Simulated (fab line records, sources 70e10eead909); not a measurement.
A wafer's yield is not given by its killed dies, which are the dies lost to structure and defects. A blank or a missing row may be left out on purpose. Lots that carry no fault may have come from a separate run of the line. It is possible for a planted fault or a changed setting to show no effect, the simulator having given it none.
The tool behind it: which one? :: flow nand harc :: Sampling: 11 lots, 33 wafers, 6 of 1302 route steps

== WHAT THE GAUGES READ, wafer by wafer ==
NHARC_A_SIN_REMOVE_INSPECT_04. Usual: raw defect count at 339, with a standard deviation of 63.
lot: L415
measured: day 20 20:39
on: defect inspect-02
raw defect count: 437 355 376
flag: 

lot: L419
measured: day 21 12:11
on: defect inspect-01
raw defect count: 342 330 354
flag: 

lot: L423
measured: day 24 03:41
on: defect inspect-02
raw defect count: 647 606 575
flag: OFF

lot: L425
measured: day 24 12:32
on: defect inspect-01
raw defect count: 631 638 661
flag: OFF

lot: L428
measured: day 25 15:11
on: defect inspect-02
raw defect count: 341 269 383
flag: 

lot: L431
measured: day 26 13:44
on: defect inspect-01
raw defect count: 294 301 374
flag: 

lot: L433
measured: day 27 15:36
on: defect inspect-01
raw defect count: 305 280 302
flag: 

lot: L434
measured: day 28 00:13
on: defect inspect-02
raw defect count: 227 354 365
flag: 

lot: L435
measured: day 28 14:17
on: defect inspect-02
raw defect count: 277 277 285
flag: 

lot: L437
measured: day 29 02:11
on: defect inspect-02
raw defect count: 231 267 255
flag: 

lot: L438
measured: day 29 22:22
on: defect inspect-02
raw defect count: 227 250 300
flag: 

NHARC_END_SORT_01. Usual: killed at array 57, standard deviation 18; killed at other 0.9, standard deviation 1.3; killed at periphery 3.5, standard deviation 2.2; killed dies 62, standard deviation 18; killed open 3.0, standard deviation 1.7; killed short 2.3, standard deviation 1.5.
lot: L423
measured: day 28 07:41
on: prober-02
killed at array: 90 82 106
killed at other: 0 3 0
killed at periphery: 3 2 2
killed dies: 93 87 108
killed open: 3 3 8
killed short: 4 3 1
flag: 

lot: L425
measured: day 29 00:20
on: prober-01
killed at array: 87 87 82
killed at other: 0 1 0
killed at periphery: 2 2 1
killed dies: 89 90 83
killed open: 1 3 1
killed short: 1 0 2
flag: 

== WHICH TOOL RAN EACH LOT (tool, then ch and the chambers of the sampled wafers, then the start) ==
lot: L415
NHARC_A_SGD_CUT_ETCHBACK_24: rie diel-02 ch 0,3, day 19 22:58
NHARC_A_SLIT_ETCH_26: har etch-02 ch 0,1, day 20 12:37
NHARC_A_SLIT_ETCH_29: rie diel-06 ch 0,1,2, day 20 13:30
NHARC_A_WL_FILL_ALD_00: ald hk-02 ch 0,1,3, day 20 20:46

lot: L419
NHARC_A_SGD_CUT_ETCHBACK_24: rie diel-12 ch 0,2,3, day 20 16:20
NHARC_A_SLIT_ETCH_26: har etch-02 ch 0,1, day 21 04:10
NHARC_A_SLIT_ETCH_29: rie diel-10 ch 0,3, day 21 04:58
NHARC_A_WL_FILL_ALD_00: ald hk-03 ch 1,2, day 21 12:16

lot: L423
NHARC_A_SGD_CUT_ETCHBACK_24: rie diel-12 ch 0,2,3, day 23 09:33
NHARC_A_SLIT_ETCH_26: har etch-02 ch 0,1, day 23 20:00
NHARC_A_SLIT_ETCH_29: rie diel-10 ch 0,1, day 23 20:51
NHARC_A_WL_FILL_ALD_00: ald hk-01 ch 0,3, day 24 03:55

lot: L425
NHARC_A_SGD_CUT_ETCHBACK_24: rie diel-07 ch 0,1, day 23 16:48
NHARC_A_SLIT_ETCH_26: har etch-02 ch 0,1, day 24 04:32
NHARC_A_SLIT_ETCH_29: rie diel-06 ch 1,2, day 24 05:20
NHARC_A_WL_FILL_ALD_00: ald hk-01 ch 2,3, day 24 12:40

lot: L428
NHARC_A_SGD_CUT_ETCHBACK_24: rie diel-07 ch 1,2,3, day 24 19:58
NHARC_A_SLIT_ETCH_26: har etch-01 ch 0,1, day 25 07:09
NHARC_A_SLIT_ETCH_29: rie diel-10 ch 0,2,3, day 25 08:03
NHARC_A_WL_FILL_ALD_00: ald hk-01 ch 0,1,2, day 25 15:19

lot: L431
NHARC_A_SGD_CUT_ETCHBACK_24: rie diel-07 ch 0,1,2, day 25 19:47
NHARC_A_SLIT_ETCH_26: har etch-01 ch 0,1, day 26 06:42
NHARC_A_SLIT_ETCH_29: rie diel-03 ch 0,1, day 26 07:34
NHARC_A_WL_FILL_ALD_00: ald hk-01 ch 0,2,3, day 26 14:02

lot: L433
NHARC_A_SGD_CUT_ETCHBACK_24: rie diel-02 ch 0,1, day 26 18:35
NHARC_A_SLIT_ETCH_26: har etch-02 ch 0,1, day 27 07:33
NHARC_A_SLIT_ETCH_29: rie diel-06 ch 0,2, day 27 08:26
NHARC_A_WL_FILL_ALD_00: ald hk-03 ch 0,1,3, day 27 15:40

lot: L434
NHARC_A_SGD_CUT_ETCHBACK_24: rie diel-07 ch 1,2,3, day 27 05:38
NHARC_A_SLIT_ETCH_26: har etch-02 ch 0,1, day 27 16:06
NHARC_A_SLIT_ETCH_29: rie diel-10 ch 1,3, day 27 16:58
NHARC_A_WL_FILL_ALD_00: ald hk-02 ch 0,1,3, day 28 00:17

lot: L435
NHARC_A_SGD_CUT_ETCHBACK_24: rie diel-12 ch 0,1, day 27 19:59
NHARC_A_SLIT_ETCH_26: har etch-02 ch 0, day 28 06:16
NHARC_A_SLIT_ETCH_29: rie diel-06 ch 0,2, day 28 07:07
NHARC_A_WL_FILL_ALD_00: ald hk-02 ch 0,2,3, day 28 14:22

lot: L437
NHARC_A_SGD_CUT_ETCHBACK_24: rie diel-12 ch 0,1,3, day 28 06:01
NHARC_A_SLIT_ETCH_26: har etch-02 ch 0, day 28 18:09
NHARC_A_SLIT_ETCH_29: rie diel-10 ch 1,2,3, day 28 19:02
NHARC_A_WL_FILL_ALD_00: ald hk-02 ch 2,3, day 29 02:59

lot: L438
NHARC_A_SGD_CUT_ETCHBACK_24: rie diel-12 ch 0,2,3, day 29 01:49
NHARC_A_SLIT_ETCH_26: har etch-02 ch 0,1, day 29 14:20
NHARC_A_SLIT_ETCH_29: rie diel-06 ch 0,1,2, day 29 15:14
NHARC_A_WL_FILL_ALD_00: ald hk-01 ch 0,2,3, day 29 22:26
- NHARC_A_SGD_CUT_ETCHBACK_24: etches the open film in CH3F/O2, target depth 50 nm, time 92.857 s.
- NHARC_A_SLIT_ETCH_26: etches the open film in C4F8/O2/Ar, time 90 s, target depth 400 nm.
- NHARC_A_SLIT_ETCH_29: etches the open film in CF4/O2, target depth 100 nm, overetch 10 nm, time 55 s.
- NHARC_A_WL_FILL_ALD_00: deposits Al2O3, target thk 3 nm, pulse time 3 s, ald cycles 30.

== AS READ BY THE TOOLS THEMSELVES (means over the sampled wafers that have a number; for cases with no such wafer, the mark the record gives instead) ==
NHARC_A_SGD_CUT_ETCHBACK_24. Usual: drypump motor current A 6.1 A, standard deviation 0.41; oes product au 0.97 a.u., standard deviation 0.036; rf vpp V 244.0 V, standard deviation 1.6; showerhead plenum p Torr 2.44 Torr, standard deviation 0.11; throttle valve pct 20.662 %, standard deviation 0.0092.
lot: L415
tool: rie diel-02
drypump motor current A (A): 6.3
oes product au (a.u.): 0.92
rf vpp V (V): 243.8
showerhead plenum p Torr (Torr): 2.38
throttle valve pct (%): 20.661
flag: 

lot: L419
tool: rie diel-12
drypump motor current A (A): 6.0
oes product au (a.u.): 1.00
rf vpp V (V): 245.8
showerhead plenum p Torr (Torr): 2.52
throttle valve pct (%): 20.665
flag: 

lot: L423
tool: rie diel-12
drypump motor current A (A): 6.0
oes product au (a.u.): 0.99
rf vpp V (V): 244.8
showerhead plenum p Torr (Torr): 2.52
throttle valve pct (%): 20.666
flag: 

lot: L425
tool: rie diel-07
drypump motor current A (A): 5.9
oes product au (a.u.): 0.92
rf vpp V (V): 243.3
showerhead plenum p Torr (Torr): 2.36
throttle valve pct (%): 20.669
flag: 

lot: L428
tool: rie diel-07
drypump motor current A (A): 6.3
oes product au (a.u.): 1.01
rf vpp V (V): 243.5
showerhead plenum p Torr (Torr): 2.40
throttle valve pct (%): 20.668
flag: 

lot: L431
tool: rie diel-07
drypump motor current A (A): 5.9
oes product au (a.u.): 0.92
rf vpp V (V): 243.1
showerhead plenum p Torr (Torr): 2.38
throttle valve pct (%): 20.672
flag: 

lot: L433
tool: rie diel-02
drypump motor current A (A): 6.0
oes product au (a.u.): 0.98
rf vpp V (V): 243.5
showerhead plenum p Torr (Torr): 2.42
throttle valve pct (%): 20.657
flag: 

lot: L434
tool: rie diel-07
drypump motor current A (A): 6.3
oes product au (a.u.): 0.92
rf vpp V (V): 243.9
showerhead plenum p Torr (Torr): 2.40
throttle valve pct (%): 20.659
flag: 

lot: L435
tool: rie diel-12
drypump motor current A (A): 6.5
oes product au (a.u.): 0.93
rf vpp V (V): 243.2
showerhead plenum p Torr (Torr): 2.38
throttle valve pct (%): 20.653
flag: 

lot: L437
tool: rie diel-12
drypump motor current A (A): 6.5
oes product au (a.u.): 0.99
rf vpp V (V): 245.1
showerhead plenum p Torr (Torr): 2.50
throttle valve pct (%): 20.668
flag: 

lot: L438
tool: rie diel-12
drypump motor current A (A): 6.0
oes product au (a.u.): 0.99
rf vpp V (V): 245.0
showerhead plenum p Torr (Torr): 2.51
throttle valve pct (%): 20.665
flag: 

NHARC_A_SLIT_ETCH_26. Usual: bias v 400 V, standard deviation 3.9; drypump motor current A 5.8 A, standard deviation 0.66; showerhead plenum p Torr 3.75 Torr, standard deviation 0.12; throttle valve pct 27.619 %, standard deviation 0.0094.
lot: L415
tool: har etch-02
bias v (V): 405
drypump motor current A (A): 6.3
showerhead plenum p Torr (Torr): 3.80
throttle valve pct (%): 27.620
flag: 

lot: L419
tool: har etch-02
bias v (V): 402
drypump motor current A (A): 6.2
showerhead plenum p Torr (Torr): 3.80
throttle valve pct (%): 27.618
flag: 

lot: L423
tool: har etch-02
bias v (V): 400
drypump motor current A (A): 6.2
showerhead plenum p Torr (Torr): 3.78
throttle valve pct (%): 27.618
flag: 

lot: L425
tool: har etch-02
bias v (V): 395
drypump motor current A (A): 5.8
showerhead plenum p Torr (Torr): 3.85
throttle valve pct (%): 27.618
flag: 

lot: L428
tool: har etch-01
bias v (V): 400
drypump motor current A (A): 5.6
showerhead plenum p Torr (Torr): 3.64
throttle valve pct (%): 27.624
flag: 

lot: L431
tool: har etch-01
bias v (V): 397
drypump motor current A (A): 5.4
showerhead plenum p Torr (Torr): 3.64
throttle valve pct (%): 27.635
flag: 

lot: L433
tool: har etch-02
bias v (V): 399
drypump motor current A (A): 5.8
showerhead plenum p Torr (Torr): 3.82
throttle valve pct (%): 27.624
flag: 

lot: L434
tool: har etch-02
bias v (V): 394
drypump motor current A (A): 6.3
showerhead plenum p Torr (Torr): 3.75
throttle valve pct (%): 27.615
flag: 

lot: L435
tool: har etch-02
bias v (V): 402
drypump motor current A (A): 6.8
showerhead plenum p Torr (Torr): 3.66
throttle valve pct (%): 27.620
flag: 

lot: L437
tool: har etch-02
bias v (V): 399
drypump motor current A (A): 6.7
showerhead plenum p Torr (Torr): 3.66
throttle valve pct (%): 27.617
flag: 

lot: L438
tool: har etch-02
bias v (V): 399
drypump motor current A (A): 6.3
showerhead plenum p Torr (Torr): 3.73
throttle valve pct (%): 27.623
flag: 

NHARC_A_SLIT_ETCH_29. Usual: cf4 flow sccm 80.00 sccm, standard deviation 0.24; drypump motor current A 5.8 A, standard deviation 0.41; oes product au 1.005 a.u., standard deviation 0.01; rf vpp V 197.6 V, standard deviation 1.5; showerhead plenum p Torr 1.33 Torr, standard deviation 0.056; throttle valve pct 13.398 %, standard deviation 0.01.
lot: L415
tool: rie diel-06
cf4 flow sccm (sccm): 79.99
drypump motor current A (A): 5.9
oes product au (a.u.): 0.997
rf vpp V (V): 197.0
showerhead plenum p Torr (Torr): 1.31
throttle valve pct (%): 13.408
flag: 

lot: L419
tool: rie diel-10
cf4 flow sccm (sccm): 79.80
drypump motor current A (A): 5.8
oes product au (a.u.): 1.000
rf vpp V (V): 199.5
showerhead plenum p Torr (Torr): 1.40
throttle valve pct (%): 13.397
flag: 

lot: L423
tool: rie diel-10
cf4 flow sccm (sccm): 79.88
drypump motor current A (A): 6.2
oes product au (a.u.): 1.003
rf vpp V (V): 198.2
showerhead plenum p Torr (Torr): 1.35
throttle valve pct (%): 13.399
flag: 

lot: L425
tool: rie diel-06
cf4 flow sccm (sccm): 80.13
drypump motor current A (A): 6.1
oes product au (a.u.): 1.011
rf vpp V (V): 196.3
showerhead plenum p Torr (Torr): 1.30
throttle valve pct (%): 13.386
flag: 

lot: L428
tool: rie diel-10
cf4 flow sccm (sccm): 80.01
drypump motor current A (A): 5.8
oes product au (a.u.): 0.995
rf vpp V (V): 199.4
showerhead plenum p Torr (Torr): 1.39
throttle valve pct (%): 13.405
flag: 

lot: L431
tool: rie diel-03
cf4 flow sccm (sccm): 79.74
drypump motor current A (A): 5.8
oes product au (a.u.): 0.999
rf vpp V (V): 197.9
showerhead plenum p Torr (Torr): 1.36
throttle valve pct (%): 13.400
flag: 

lot: L433
tool: rie diel-06
cf4 flow sccm (sccm): 80.12
drypump motor current A (A): 5.8
oes product au (a.u.): 1.007
rf vpp V (V): 196.3
showerhead plenum p Torr (Torr): 1.27
throttle valve pct (%): 13.383
flag: 

lot: L434
tool: rie diel-10
cf4 flow sccm (sccm): 80.12
drypump motor current A (A): 5.6
oes product au (a.u.): 1.016
rf vpp V (V): 197.8
showerhead plenum p Torr (Torr): 1.36
throttle valve pct (%): 13.403
flag: 

lot: L435
tool: rie diel-06
cf4 flow sccm (sccm): 80.12
drypump motor current A (A): 5.8
oes product au (a.u.): 1.007
rf vpp V (V): 196.4
showerhead plenum p Torr (Torr): 1.27
throttle valve pct (%): 13.398
flag: 

lot: L437
tool: rie diel-10
cf4 flow sccm (sccm): 80.23
drypump motor current A (A): 5.7
oes product au (a.u.): 1.017
rf vpp V (V): 198.9
showerhead plenum p Torr (Torr): 1.35
throttle valve pct (%): 13.398
flag: 

lot: L438
tool: rie diel-06
cf4 flow sccm (sccm): 80.16
drypump motor current A (A): 5.9
oes product au (a.u.): 1.002
rf vpp V (V): 197.6
showerhead plenum p Torr (Torr): 1.31
throttle valve pct (%): 13.396
flag: 

NHARC_A_WL_FILL_ALD_00. Usual: heater power outer w 263 W, standard deviation 34; heater power w 473 W, standard deviation 56; precursor pulse height rel 1.001, standard deviation 0.019.
lot: L415
tool: ald hk-02
heater power outer w (W): 236
heater power w (W): 430
precursor pulse height rel: 1.000
flag: 

lot: L419
tool: ald hk-03
heater power outer w (W): 236
heater power w (W): 422
precursor pulse height rel: 0.992
flag: 

lot: L423
tool: ald hk-01
heater power outer w (W): 266
heater power w (W): 498
precursor pulse height rel: 0.993
flag: 

lot: L425
tool: ald hk-01
heater power outer w (W): 258
heater power w (W): 497
precursor pulse height rel: 0.998
flag: 

lot: L428
tool: ald hk-01
heater power outer w (W): 300
heater power w (W): 534
precursor pulse height rel: 1.003
flag: 

lot: L431
tool: ald hk-01
heater power outer w (W): 293
heater power w (W): 528
precursor pulse height rel: 0.996
flag: 

lot: L433
tool: ald hk-03
heater power outer w (W): 284
heater power w (W): 491
precursor pulse height rel: 1.011
flag: 

lot: L434
tool: ald hk-02
heater power outer w (W): 238
heater power w (W): 426
precursor pulse height rel: 0.978
flag: 

lot: L435
tool: ald hk-02
heater power outer w (W): 232
heater power w (W): 422
precursor pulse height rel: 1.000
flag: 

lot: L437
tool: ald hk-02
heater power outer w (W): 237
heater power w (W): 430
precursor pulse height rel: 0.998
flag: 

lot: L438
tool: ald hk-01
heater power outer w (W): 281
heater power w (W): 525
precursor pulse height rel: 0.999
flag: 

== THE ANSWER, worked out from the rows above alone ==
Rule: lot off if the mean of its wafers having a number is beyond 3 standard deviations from the usual mean. A lot without any number at a reading at which 4 lots or more have one is off too. Where the step has rows for the other lots, those lots are counted as sound. After the gauges, taken in route order, come the tools' own readings; for these a lot's mean is taken, as printed above. At the first step where some lot is off, the reading lying furthest off is the one used; lots without a number count as furthest.
Off: L423, L425 (NHARC_A_SIN_REMOVE_INSPECT_04, raw defect count).
A tool fits if, at a process step before that reading, it ran every lot that is off, and no sound lot after the first of them. Gauges at NHARC_A_SIN_REMOVE_INSPECT_04: tried the same way as those tools. None of those tried fits.

== WHAT WAS PUT IN BY THE SIMULATOR ==
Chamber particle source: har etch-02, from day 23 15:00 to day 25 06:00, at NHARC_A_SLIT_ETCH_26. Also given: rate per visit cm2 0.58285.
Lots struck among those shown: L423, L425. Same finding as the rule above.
